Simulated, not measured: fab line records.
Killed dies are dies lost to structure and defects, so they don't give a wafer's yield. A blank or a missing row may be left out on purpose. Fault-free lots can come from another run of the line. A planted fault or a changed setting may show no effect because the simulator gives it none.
Which of the tools did it? -- flow n5 finfet -- 14 lots, 42 wafers sampled, at 4 steps of a route of 1938

## WHAT THE GAUGES READ, wafer by wafer
N5_HKMG_FIN_OVL_MEAS_50. Usual: NDIPOLE_OVL typically reads -0.1 nm, with standard deviation 0.83.
lot,measured,on,NDIPOLE_OVL (nm),flag
L489,day 3 23:15,overlay-01,0.4 0.1 -0.3,
L490,day 4 07:27,overlay-01,0.3 0.3 0.5,
L491,day 4 13:10,overlay-01,-1.3 -0.9 -0.9,
L492,day 4 17:34,overlay-02,-0.4 -0.4 0.5,
L493,day 5 01:16,overlay-02,-1.6 -1.6 -1.5,
L494,day 5 08:20,overlay-01,-0.8 0.4 -0.3,
L497,day 6 02:02,overlay-02,1.1 0.8 1.3,
L502,day 7 05:38,overlay-02,- - -,OFF
L503,day 7 08:42,overlay-02,- - -,OFF
L506,day 8 04:15,overlay-02,-0.2 -1.2 -1.2,
L507,day 8 11:24,overlay-02,1.3 -0.3 -0.6,
L509,day 9 00:25,overlay-01,-0.1 -1.1 -0.5,
L510,day 9 03:55,overlay-01,0.1 -1.2 -1.0,
L511,day 9 16:25,overlay-01,-0.6 0.8 0.2,

## TOOL THAT RAN EACH LOT (tool first, then ch and the chambers of the sampled wafers, then the start)
lot,N5_HKMG_FIN_HK_ALD_01,N5_HKMG_FIN_ALD_75,N5_HKMG_FIN_PEB_47
L489,"ald hk-03 ch 0,1,3, day 3 22:17","ald hk-01 ch 1,2,3, day 3 22:45","litho track-05 ch 0, day 3 23:09"
L490,"ald hk-02 ch 0,2,3, day 4 06:28","ald hk-03 ch 1,2,3, day 4 06:57","litho track-02 ch 0, day 4 07:21"
L491,"ald hk-02 ch 0,2,3, day 4 12:17","ald hk-03 ch 0,1,2, day 4 12:48","litho track-05 ch 0, day 4 13:05"
L492,"ald hk-02 ch 0,1,3, day 4 16:35","ald hk-03 ch 1,3, day 4 17:04","litho track-03 ch 0, day 4 17:28"
L493,"ald hk-01 ch 0,1,2, day 5 00:11","ald hk-02 ch 0,1,3, day 5 00:46","litho track-03 ch 0, day 5 01:10"
L494,"ald hk-03 ch 0,2,3, day 5 07:27","ald hk-01 ch 1,2,3, day 5 07:58","litho track-02 ch 0, day 5 08:14"
L497,"ald hk-01 ch 2,3, day 6 00:56","ald hk-02 ch 1,3, day 6 01:33","litho track-03 ch 0, day 6 01:57"
L502,"ald hk-01 ch 2,3, day 7 04:37","ald hk-02 ch 0,2, day 7 05:09","litho track-02, day 7 05:33"
L503,"ald hk-01 ch 0,3, day 7 07:51","ald hk-02 ch 0,1,3, day 7 08:20","litho track-02, day 7 08:36"
L506,"ald hk-03 ch 0,2,3, day 8 03:08","ald hk-02 ch 0,2,3, day 8 03:46","litho track-05 ch 0, day 8 04:09"
L507,"ald hk-02 ch 0,3, day 8 10:24","ald hk-01 ch 0,3, day 8 10:55","litho track-02 ch 0, day 8 11:19"
L509,"ald hk-03 ch 0,1,2, day 8 23:34","ald hk-03 ch 1,2, day 9 00:03","litho track-05 ch 0, day 9 00:20"
L510,"ald hk-01 ch 0,1,3, day 9 03:02","ald hk-03 ch 0,1,2, day 9 03:32","litho track-03 ch 0, day 9 03:49"
L511,"ald hk-02 ch 0,2,3, day 9 15:26","ald hk-01 ch 1,2,3, day 9 15:55","litho track-02 ch 0, day 9 16:19"
- N5_HKMG_FIN_HK_ALD_01: deposits HfO2, target thk 1.6 nm, pulse time 3 s, purge time 3 s.
- N5_HKMG_FIN_ALD_75: deposits Al2O3, target thk 1 nm, co reactant pulse time 1 s.
- N5_HKMG_FIN_PEB_47: peb time 60 s.

## WHAT THE TOOLS THEMSELVES READ (means of the sampled wafers that have a number; where no wafer has one, the mark that the record gives instead)
N5_HKMG_FIN_HK_ALD_01. Usual: 0.998 for precursor pulse height rel, sd 0.02.
lot,tool,precursor pulse height rel,flag
L489,ald hk-03,0.994,
L490,ald hk-02,0.984,
L491,ald hk-02,0.994,
L492,ald hk-02,0.986,
L493,ald hk-01,0.989,
L494,ald hk-03,1.014,
L497,ald hk-01,0.992,
L502,ald hk-01,1.007,
L503,ald hk-01,1.021,
L506,ald hk-03,0.994,
L507,ald hk-02,1.014,
L509,ald hk-03,0.995,
L510,ald hk-01,0.995,
L511,ald hk-02,0.987,

N5_HKMG_FIN_ALD_75. Usual: heater power w 153 W, standard deviation 12; precursor pulse height rel 1.002, standard deviation 0.018.
lot,tool,heater power w (W),precursor pulse height rel,flag
L489,ald hk-01,149,1.005,
L490,ald hk-03,163,0.998,
L491,ald hk-03,151,1.002,
L492,ald hk-03,156,1.006,
L493,ald hk-02,155,0.994,
L494,ald hk-01,151,0.997,
L497,ald hk-02,150,1.002,
L502,ald hk-02,152,1.008,
L503,ald hk-02,152,0.995,
L506,ald hk-02,148,1.003,
L507,ald hk-01,152,1.036,
L509,ald hk-03,156,1.003,
L510,ald hk-03,152,0.997,
L511,ald hk-01,148,0.999,

N5_HKMG_FIN_PEB_47. Usual: chill plate temp C 22.98 C, standard deviation 0.12; exhaust pa 45.1 Pa, standard deviation 0.89.
lot,tool,chill plate temp C (C),exhaust pa (Pa),flag
L489,litho track-05,23.13,45.5,
L490,litho track-02,22.95,46.2,
L491,litho track-05,23.02,44.8,
L492,litho track-03,22.97,46.5,
L493,litho track-03,23.02,44.0,
L494,litho track-02,22.85,44.9,
L497,litho track-03,23.02,46.2,
L502,litho track-02,-,-,OFF
L503,litho track-02,-,-,OFF
L506,litho track-05,23.08,44.6,
L507,litho track-02,22.98,45.3,
L509,litho track-05,22.96,45.5,
L510,litho track-03,23.11,43.9,
L511,litho track-02,22.85,44.1,

## THE ANSWER, worked out from the rows above alone
Rule: a lot is off if the mean of its wafers that have a number lies more than 3 standard deviations from the usual mean. A lot without any number at a reading at which 4 lots or more have one is off too. All remaining lots with rows at the step are treated as sound. The gauges are gone through in route order, then the tools' own readings, and for those a lot's mean is taken as printed above. The first step at which some lot is off is used, and at that step the reading that is off furthest; a lot without a number counts as furthest.
Off: L502, L503, seen at N5_HKMG_FIN_OVL_MEAS_50 (NDIPOLE_OVL). Without a number there: L502, L503.
If a tool, at a process step before that reading, ran all the lots that are off and no sound lot after the first of them, it fits. Not tried: the gauges at N5_HKMG_FIN_OVL_MEAS_50; whatever is off there is also off at N5_HKMG_FIN_PEB_47, on other tools, and gauge error can't account for it. Of those tried, none fits.

## WHAT HAD BEEN PUT IN BY THE SIMULATOR
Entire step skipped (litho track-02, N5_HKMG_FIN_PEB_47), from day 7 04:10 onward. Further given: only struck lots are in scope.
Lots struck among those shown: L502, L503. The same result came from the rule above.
